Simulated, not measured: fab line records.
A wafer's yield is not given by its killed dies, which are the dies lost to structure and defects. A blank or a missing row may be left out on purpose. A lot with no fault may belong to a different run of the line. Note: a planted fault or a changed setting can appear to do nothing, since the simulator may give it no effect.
Which of the tools did it?    flow nand-harc    39 wafers from 13 lots sampled at 4 of the route's 1302 steps

## WHAT THE GAUGES READ, wafer by wafer
NHARC_A_CONTACT_INSPECT_23. Usual: 516 for raw-defect-count, sd 120.
lot   measured      on                 raw-defect-count  flag
L654  day 21 15:54  defect-inspect-01  407 473 425       
L655  day 21 22:24  defect-inspect-02  355 405 594       
L656  day 22 14:08  defect-inspect-02  413 494 426       
L657  day 23 19:16  defect-inspect-01  418 409 432       
L660  day 24 00:04  defect-inspect-02  564 437 543       
L659  day 24 00:25  defect-inspect-01  575 596 551       
L662  day 25 07:25  defect-inspect-01  657 517 762       
L672  day 28 19:17  defect-inspect-01  454 448 564       
L674  day 30 00:07  defect-inspect-01  676 574 492       
L673  day 30 01:40  defect-inspect-01  593 547 450       
L676  day 30 13:27  defect-inspect-02  644 379 513       
L675  day 30 18:16  defect-inspect-01  509 587 659       
L677  day 31 00:04  defect-inspect-02  605 560 403       

NHARC_A_BLC_INSPECT_28. Usual: 525 for raw-defect-count, sd 110.
lot   measured      on                 raw-defect-count  flag
L654  day 21 19:32  defect-inspect-02  509 714 404       
L655  day 22 02:16  defect-inspect-02  346 405 489       
L656  day 22 17:47  defect-inspect-02  703 557 488       
L657  day 23 23:03  defect-inspect-01  664 518 444       
L660  day 24 03:43  defect-inspect-02  373 523 493       
L659  day 24 04:05  defect-inspect-02  473 786 454       
L662  day 25 11:04  defect-inspect-01  395 453 421       
L672  day 28 22:46  defect-inspect-02  571 535 593       
L674  day 30 03:44  defect-inspect-02  847 660 527       
L673  day 30 05:10  defect-inspect-01  584 477 819       
L676  day 30 17:29  defect-inspect-01  509 493 427       
L675  day 30 21:46  defect-inspect-01  375 447 561       
L677  day 31 03:44  defect-inspect-01  554 502 450       

## WHAT TOOL EACH LOT RAN ON (gives the tool, then ch and the chambers of the sampled wafers, and finally the start)
lot   NHARC_A_BLC_ETCH_18                            NHARC_A_BLC_CMP_25
L654  rie-diel-09 ch 1,2,3, day 21 19:09 or earlier  cmp-02 ch 0,2, day 21 19:09
L655  rie-diel-12 ch 2,3, day 22 01:55 or earlier    cmp-01 ch 0,1,3, day 22 01:55
L656  rie-diel-12 ch 0,3, day 22 17:24 or earlier    cmp-01 ch 0,1,3, day 22 17:24
L657  rie-diel-09 ch 0,1, day 23 22:41 or earlier    cmp-02 ch 0,1,3, day 23 22:41
L660  rie-diel-09 ch 0,1,2, day 24 03:21 or earlier  cmp-04 ch 1,2, day 24 03:21
L659  rie-diel-08 ch 1,3, day 24 03:41 or earlier    cmp-04 ch 1,2,3, day 24 03:41
L662  rie-diel-12 ch 0,1,2, day 25 10:41 or earlier  cmp-04 ch 0,1,3, day 25 10:41
L672  rie-diel-12 ch 0,1,2, day 28 22:25 or earlier  cmp-04 ch 0,1,2, day 28 22:25
L674  rie-diel-09 ch 0,2,3, day 30 03:25 or earlier  cmp-01 ch 1,2,3, day 30 03:25
L673  rie-diel-09 ch 0,1,2, day 30 04:47 or earlier  cmp-04 ch 0,1,2, day 30 04:47
L676  rie-diel-09 ch 0,1,2, day 30 17:04 or earlier  cmp-04 ch 0,1,3, day 30 17:04
L675  rie-diel-12 ch 0,2, day 30 21:23 or earlier    cmp-04 ch 0,2, day 30 21:23
L677  rie-diel-09 ch 0,1,3, day 31 03:21 or earlier  cmp-04 ch 1,2,3, day 31 03:21
- NHARC_A_BLC_ETCH_18: etches the open film in C4F8/O2/Ar, target depth 910 nm.
- NHARC_A_BLC_CMP_25: polishes, t overpolish 30 s, target thk 150 nm.

## AS READ BY THE TOOLS THEMSELVES (means over the sampled wafers that have a number; for cases with no such wafer, the mark the record gives instead)
NHARC_A_BLC_ETCH_18. Usual: bias-w 1500 W, standard deviation 4.8; oes-product-au 0.951 a.u., standard deviation 0.022; rf-vpp-V 981 V, standard deviation 4.4.
lot   tool         bias-w (W)  oes-product-au (a.u.)  rf-vpp-V (V)  flag
L654  rie-diel-09  1495        0.949                  982           
L655  rie-diel-12  1499        0.924                  987           
L656  rie-diel-12  1507        0.968                  982           
L657  rie-diel-09  1495        0.947                  983           
L660  rie-diel-09  1501        0.956                  983           
L659  rie-diel-08  1498        0.972                  973           
L662  rie-diel-12  1505        0.918                  982           
L672  rie-diel-12  1500        0.962                  981           
L674  rie-diel-09  1503        0.966                  981           
L673  rie-diel-09  1500        0.971                  984           
L676  rie-diel-09  1504        0.945                  982           
L675  rie-diel-12  1502        0.924                  978           
L677  rie-diel-09  1501        0.962                  980           

NHARC_A_BLC_CMP_25. Usual: motor-current-A 11.9 A, standard deviation 1.4; overpolish-run-s 30.000 s, standard deviation 0.009; slurry-filter-dp-kPa 13.51 kPa, standard deviation 0.15; time-to-endpoint-s 30 s, standard deviation 3.
lot   tool    motor-current-A (A)  overpolish-run-s (s)  slurry-filter-dp-kPa (kPa)  time-to-endpoint-s (s)  flag
L654  cmp-02  12.1                 30.003                13.37                       31                      
L655  cmp-01  12.3                 29.993                13.48                       32                      
L656  cmp-01  11.8                 30.002                13.42                       32                      
L657  cmp-02  11.4                 29.997                13.38                       31                      
L660  cmp-04  11.4                 29.995                13.46                       31                      
L659  cmp-04  12.4                 30.002                13.58                       24                      
L662  cmp-04  13.2                 29.992                13.47                       23                      
L672  cmp-04  11.3                 30.005                13.61                       31                      
L674  cmp-01  12.3                 30.009                13.60                       31                      
L673  cmp-04  11.1                 30.000                13.61                       28                      
L676  cmp-04  12.9                 29.995                13.53                       26                      
L675  cmp-04  10.6                 30.002                13.53                       28                      
L677  cmp-04  12.0                 29.993                13.65                       27                      

## THE ANSWER, worked out from the rows above alone
Rule: a lot is off if the mean of its wafers that have a number lies more than 3 standard deviations from the usual mean. A lot without any number at a reading at which 4 lots or more have one is off too. The other lots that the step has rows for count as sound. First the gauges in route order, then the tools' own readings, where a lot's mean is used as printed above. The first step at which some lot is off is used, and at that step the reading that is off furthest; a lot without a number counts as furthest.
No lot is off on any of the readings shown, so nothing can be concluded from this.

## WHAT THE SIMULATOR HAD PUT IN
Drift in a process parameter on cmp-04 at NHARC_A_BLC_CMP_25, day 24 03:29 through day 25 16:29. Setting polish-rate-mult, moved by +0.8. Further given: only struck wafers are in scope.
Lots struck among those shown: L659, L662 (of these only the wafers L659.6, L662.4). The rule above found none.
